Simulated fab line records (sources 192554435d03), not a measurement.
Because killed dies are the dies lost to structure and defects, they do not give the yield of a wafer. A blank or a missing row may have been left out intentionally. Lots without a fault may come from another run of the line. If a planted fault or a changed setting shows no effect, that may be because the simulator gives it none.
A struck lot beside a sound one    flow n5 finfet    41 steps out of a route of 1938
Sound: wafers L477.1, L477.4, L477.6. Struck: wafer L498.3. (L498.1, L498.6 of the same lot were not struck and are left out.) The cause comes at the end.
For every step that has rows: the tool of each side, followed by ch and its chambers, followed by its first start. Under that, the readings that differ: sound wafers    struck wafers    difference of the means    sigmas: that difference in standard deviations of wafers without a fault.
alike: readings with means less than 2 such deviations apart, plus words and numbers identical on both sides. not compared: withheld readings, readings lacking a value on some wafer, bounds such as >300 that could conceal the same value, and numbers that have no deviation in the record and whose values overlap.
A row with sigmas, a row that says differs or no value, or rows on one side alone: a step with any of these is where the two part. Numbers that don't overlap but have no deviation are shown without sigmas and don't part them. A reading missing from all wafers of one side parts the sides only when that side holds two or more wafers.

N5_BEOL_M9_STRIP_80: strips in N2/H2, time 10 s.
  sound: rie diel-06 ch 0,2,3; struck: rie diel-02 ch 3
reading                          sound           struck  difference  sigmas
rf vpp V (V)                     60.3 58.8 58.8  57.3    -2.0        -3
showerhead plenum p Torr (Torr)  2.36 2.48 2.51  2.70    +0.25       +3
  alike: drypump motor current A, oes product au, throttle valve pct
  not compared: rf hours counter h
N5_BEOL_M9_OCD_MEAS_38:
  sound: ocd-01 at day 11 05:19; struck: ocd-01 at day 17 21:20
  alike: trench depth nm
then, 4 steps without rows for these wafers: N5_BEOL_M9_HM_STRIP_39 (strips TiN in peroxide tin strip, target depth 25 nm, time 158 s); N5_BEOL_M9_SRD_40 (time 30 s); N5_BEOL_M9_PRECLEAN_42 (cleans in residue remover, time 60 s); N5_BEOL_M9_SRD_43 (time 30 s).
N5_BEOL_M9_CD_MEAS_35: target cd 70 nm, target cd y 40 nm.
  sound: cd sem-03 at day 11 05:28; struck: cd sem-03 at day 17 21:29
  alike: cd nm
then, 2 steps without rows for these wafers: N5_BEOL_M9_CURE_72 (cures SiCOH lowk, time 120 s); N5_BEOL_M9_DEGAS_44 (time 60 s).
N5_BEOL_M9_PRE_CLEAN_45: time 30 s.
  sound: pvd sputter-01 at day 11 05:58; struck: pvd sputter-03 at day 17 22:02
  alike: heater power w
then, 2 steps without rows for these wafers: N5_BEOL_M9_ALD_74 (deposits TaN, target thk 2 nm, pulse time 2 s, purge time 3 s); N5_BEOL_M9_SURFACE_TREAT_79.
N5_BEOL_M9_CVD_78: deposits Co from CCTBA/H2, target thk 2 nm, time 138.9 s.
  sound on cvd co-02 ch 0,1,2, day 11 06:41; struck on cvd co-02 ch 0, day 17 22:28
  alike: chamber pressure Torr
then, 4 steps without rows for these wafers: N5_BEOL_M9_SPUTTER_48 (material Cu, target thk 12 nm, time 2 s); N5_BEOL_M9_ECD_50 (material Cu, target thk 318 nm); N5_BEOL_M9_ANNEAL_51 (time 90 s); N5_BEOL_M9_CMP_52 (polishes, stops on SiCOH lowk, t overpolish 7 s, target thk 140 nm).
N5_BEOL_M9_THK_MEAS_53: measures by xrf.
  sound: film metro-01 at day 11 07:57; struck: film metro-02 at day 17 23:25
  alike: M9_THK
then, 2 steps without rows for these wafers: N5_BEOL_M9_PRE_CLEAN_55 (time 15 s); N5_BEOL_M9_DEP_56 (deposits SiCN from 3MS/NH3, target thk 15 nm, time 26.5 s).
N5_BEOL_M9_RS_MEAS_57: a four-point-probe measurement.
  sound: film metro-02 at day 11 08:05; struck: film metro-01 at day 17 23:32
  alike: M9_RS
N5_BEOL_M10_ILD_DEP_00: deposits SiCOH lowk from DEMS/porogen, target thk 308.51 nm, time 58 s.
  sound on pecvd-01 ch 0,1,2, day 11 08:09; struck on pecvd-04 ch 0, day 17 23:37
reading                          sound              struck  difference  sigmas
showerhead plenum p Torr (Torr)  5.734 5.721 5.752  5.783   +0.047      +2
  alike: chamber pressure Torr, heater power w, throttle valve pct
N5_BEOL_M10_CURE_71: cures SiCOH lowk, time 240 s.
  sound on uv cure-01 ch 1, day 11 08:14; struck on uv cure-02 ch 2, day 17 23:43
  alike: lamp power pct, wafer_temp_C_max
N5_BEOL_M10_THK_MEAS_01:
  sound: film metro-02 at day 11 08:44; struck: film metro-02 at day 18 00:13
reading           sound        struck  difference  sigmas
M10_ILD_THK (nm)  262 262 267  273     +9          +2
then, 10 steps without rows for these wafers: N5_BEOL_M10_PECVD_70 (deposits SiO2 from TEOS/O2, target thk 20 nm, time 22.7 s); N5_BEOL_M10_HM_DEP_02 (deposits TiN, target thk 20 nm); N5_BEOL_M10_COAT_59 (time 60 s, resist thk 100 nm); N5_BEOL_M10_COAT_60 (time 60 s, resist thk 30 nm); N5_BEOL_M10_COAT_05 (resist thk 90 nm); N5_BEOL_M10_EBR_07; N5_BEOL_M10_SOFTBAKE_06 (time 60 s); N5_BEOL_M10_EXPOSE_08 (exposes mask M10); N5_BEOL_M10_PEB_09 (peb time 60 s); N5_BEOL_M10_DEVELOP_10 (develop time 30 s).
N5_BEOL_M10_CD_MEAS_11: target cd 64.1 nm.
  sound on cd sem-03 ch 0, day 11 10:39; struck on cd sem-02 ch 0, day 18 00:43
  alike: cd nm
N5_BEOL_M10_OVL_MEAS_12:
  sound on overlay-02 ch 0, day 11 10:41; struck on overlay-01 ch 0, day 18 00:44
  alike: M10_OVL
then, 2 steps without rows for these wafers: N5_BEOL_M10_DESCUM_16 (chemistry O2, time 7.9 s); N5_BEOL_M10_ETCH_61 (etches SiARC in CF4, target depth 39 nm, time 65 s).
N5_BEOL_M10_ETCH_62: etches SOC in N2/H2, target depth 110 nm, overetch 22 nm, time 165 s.
  sound on rie diel-01 ch 1,3, day 11 11:06; struck on rie diel-05 ch 1, day 18 00:54
reading                      sound        struck  difference  sigmas
drypump motor current A (A)  5.1 5.9 5.1  6.2     +0.8        +2
  alike: oes product au, rf vpp V, showerhead plenum p Torr, throttle valve pct
  not compared: rf hours counter h
then, 1 step without rows for these wafers: N5_BEOL_M10_STRIP_68 (strips in N2/H2).
-- a jump in the record: the struck wafers' starts before and after are 3 days apart (it breaks off in module BEOL_M10 and resumes in module PASSIVATION, where the first step shown is number 1936 of the route) --
N5_PASSIVATION_PROBE_49:
  record: rows for the struck wafers here (prober-02, day 21 08:46), none for the sound ones

## WHERE THEY PART
Last at N5_PASSIVATION_PROBE_49 as far as this record goes, first at N5_BEOL_M9_STRIP_80.

WHY: whatever the simulator had introduced
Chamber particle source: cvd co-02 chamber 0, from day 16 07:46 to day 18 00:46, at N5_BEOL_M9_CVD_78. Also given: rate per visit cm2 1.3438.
